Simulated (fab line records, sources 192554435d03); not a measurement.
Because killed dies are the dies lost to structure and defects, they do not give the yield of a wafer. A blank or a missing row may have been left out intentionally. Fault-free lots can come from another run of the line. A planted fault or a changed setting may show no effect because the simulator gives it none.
Split-lot study / flow n5 finfet / 21 wafers read across 7 lots, on a route 1938 steps long

== THE SPLIT ==
At N5_SD_EPI_P_PEB_07 (peb time 60 s), the setting peb time s was moved away from the recipe's 60 s on 9 of the 21 wafers read, by -19.2% to +20.2%. The other wafers ran this setting at the recipe's value.

== THE PATH FROM SPLIT TO READING: the file shows 1 step between them ==
- N5_SD_EPI_P_DEVELOP_08: develop time 30 s

== THE READING ==
cd nm (nm) at N5_SD_EPI_P_CD_MEAS_09, where the cd target is 240 nm. Typical for fault-free wafers on this fab line: 240.3 nm, with standard deviation 0.88 nm.

wafer=L077.2; tool, chamber at the split=litho track-02, 0; peb time s as run, s=72.11; against the recipe=+20.2%; cd nm, nm=246.0; against lot-mates on the recipe=+7.2
wafer=L077.4; tool, chamber at the split=litho track-02, 0; peb time s as run, s=60; against the recipe=recipe; cd nm, nm=238.8; against lot-mates on the recipe=-
wafer=L077.5; tool, chamber at the split=litho track-02, 0; peb time s as run, s=72.11; against the recipe=+20.2%; cd nm, nm=245.9; against lot-mates on the recipe=+7.1
wafer=L078.1; tool, chamber at the split=litho track-02, 0; peb time s as run, s=60; against the recipe=recipe; cd nm, nm=239.1; against lot-mates on the recipe=-
wafer=L078.2; tool, chamber at the split=litho track-02, 0; peb time s as run, s=56.48; against the recipe=-5.9%; cd nm, nm=237.4; against lot-mates on the recipe=-1.7
wafer=L078.3; tool, chamber at the split=litho track-02, 0; peb time s as run, s=56.48; against the recipe=-5.9%; cd nm, nm=237.0; against lot-mates on the recipe=-2.1
wafer=L079.2; tool, chamber at the split=litho track-02, 0; peb time s as run, s=60; against the recipe=recipe; cd nm, nm=239.3; against lot-mates on the recipe=-
wafer=L079.3; tool, chamber at the split=litho track-02, 0; peb time s as run, s=70.18; against the recipe=+17.0%; cd nm, nm=244.7; against lot-mates on the recipe=+5.4
wafer=L079.6; tool, chamber at the split=litho track-02, 0; peb time s as run, s=70.18; against the recipe=+17.0%; cd nm, nm=245.2; against lot-mates on the recipe=+5.9
wafer=L081.3; tool, chamber at the split=litho track-04, 0; peb time s as run, s=60; against the recipe=recipe; cd nm, nm=240.5; against lot-mates on the recipe=-
wafer=L081.5; tool, chamber at the split=litho track-04, 0; peb time s as run, s=60; against the recipe=recipe; cd nm, nm=239.7; against lot-mates on the recipe=-
wafer=L081.6; tool, chamber at the split=litho track-04, 0; peb time s as run, s=60; against the recipe=recipe; cd nm, nm=240.7; against lot-mates on the recipe=-
wafer=L093.1; tool, chamber at the split=litho track-02, 0; peb time s as run, s=60; against the recipe=recipe; cd nm, nm=242.2; against lot-mates on the recipe=-
wafer=L093.3; tool, chamber at the split=litho track-02, 0; peb time s as run, s=68.34; against the recipe=+13.9%; cd nm, nm=245.2; against lot-mates on the recipe=+3.6
wafer=L093.5; tool, chamber at the split=litho track-02, 0; peb time s as run, s=60; against the recipe=recipe; cd nm, nm=240.9; against lot-mates on the recipe=-
wafer=L095.1; tool, chamber at the split=litho track-02, 0; peb time s as run, s=60; against the recipe=recipe; cd nm, nm=242.5; against lot-mates on the recipe=-
wafer=L095.2; tool, chamber at the split=litho track-02, 0; peb time s as run, s=60; against the recipe=recipe; cd nm, nm=241.0; against lot-mates on the recipe=-
wafer=L095.5; tool, chamber at the split=litho track-02, 0; peb time s as run, s=60; against the recipe=recipe; cd nm, nm=241.6; against lot-mates on the recipe=-
wafer=L096.1; tool, chamber at the split=litho track-03, 0; peb time s as run, s=48.5; against the recipe=-19.2%; cd nm, nm=234.0; against lot-mates on the recipe=-6.9
wafer=L096.2; tool, chamber at the split=litho track-03, 0; peb time s as run, s=60; against the recipe=recipe; cd nm, nm=240.9; against lot-mates on the recipe=-
wafer=L096.5; tool, chamber at the split=litho track-03, 0; peb time s as run, s=48.5; against the recipe=-19.2%; cd nm, nm=232.5; against lot-mates on the recipe=-8.4

FIT RESULTS
A straight line over all 21 wafers: cd nm changes by +0.321 nm for each +1% of peb time s; r = +0.95; the points scatter about the line by 1.1 nm.
The same after taking each lot's own level away (the mean of its wafers on the recipe; 21 wafers): +0.357 nm for each +1%; r = +0.99; scatter 0.6 nm.
The reading moves by 7.2 nm for the largest change in peb time s, on that fit.
Measured against the standard deviation above, the lots' own levels, which go from 238.80 to 241.70 nm, span 3.3 times it.
Hence the slope depends on the lot-to-lot level, as the two fits are not the same.
Check: for one of the wafers moved furthest among these (+20.2%), held out of the fit, the line's prediction against its lot-mates is +7.01 nm. Against them it came out at +7.2 nm.

== FURTHER SPLITS ON THESE WAFERS ==
Other splits were also applied to these wafers ahead of the reading. Each is held against what the fit with the lots' levels taken away leaves over:
other split on the same wafers=N5_WELL_APT_PEB_06 peb time s; wafers away from the commonest value=7; r with cd nm (lot level and that fit taken away)=+0.03
other split on the same wafers=N5_WELL_APT_DEVELOP_07 develop time s; wafers away from the commonest value=9; r with cd nm (lot level and that fit taken away)=-0.11
other split on the same wafers=N5_PMOS_HMC_CHANNEL_EPI_HM_DEP_34 time s; wafers away from the commonest value=8; r with cd nm (lot level and that fit taken away)=+0.09
other split on the same wafers=N5_PMOS_HMC_CHANNEL_EPI_COAT_03 spin rpm; wafers away from the commonest value=6; r with cd nm (lot level and that fit taken away)=-0.10
other split on the same wafers=N5_FIN_SAQP_PEB_14 peb time s; wafers away from the commonest value=10; r with cd nm (lot level and that fit taken away)=+0.24
other split on the same wafers=N5_FIN_SAQP_ETCH_52 source w; wafers away from the commonest value=7; r with cd nm (lot level and that fit taken away)=-0.11
other split on the same wafers=N5_DUMMY_GATE_ETCH_32 time s; wafers away from the commonest value=4; r with cd nm (lot level and that fit taken away)=+0.17

== THE WHOLE CHAIN: every reading that the file lists as answering this split, in the file's order ==
step=N5_SD_EPI_P_CD_MEAS_09; what it does=target cd 240 nm; reading=cd nm; change (the file's fit)=+0.348 nm for each +1% of the setting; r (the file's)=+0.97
step=N5_SD_EPI_P_DESCUM_14; what it does=chemistry O2, time 7.9 s; reading=SD_EPI_P.cd nm (the simulator's own value, which no gauge read); change (the file's fit)=+0.349 nm for each +1% of the setting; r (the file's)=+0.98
step=N5_SD_EPI_P_ETCH_36; what it does=etches SiARC in CF4, target depth 45.5 nm, time 75.8 s; reading=SD_EPI_P.cd nm (the simulator's own value, which no gauge read); change (the file's fit)=+0.344 nm for each +1% of the setting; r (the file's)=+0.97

== THE FILE'S OWN FIT ==
cd nm changes by +0.348 nm for each +1% of peb time s, r = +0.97.
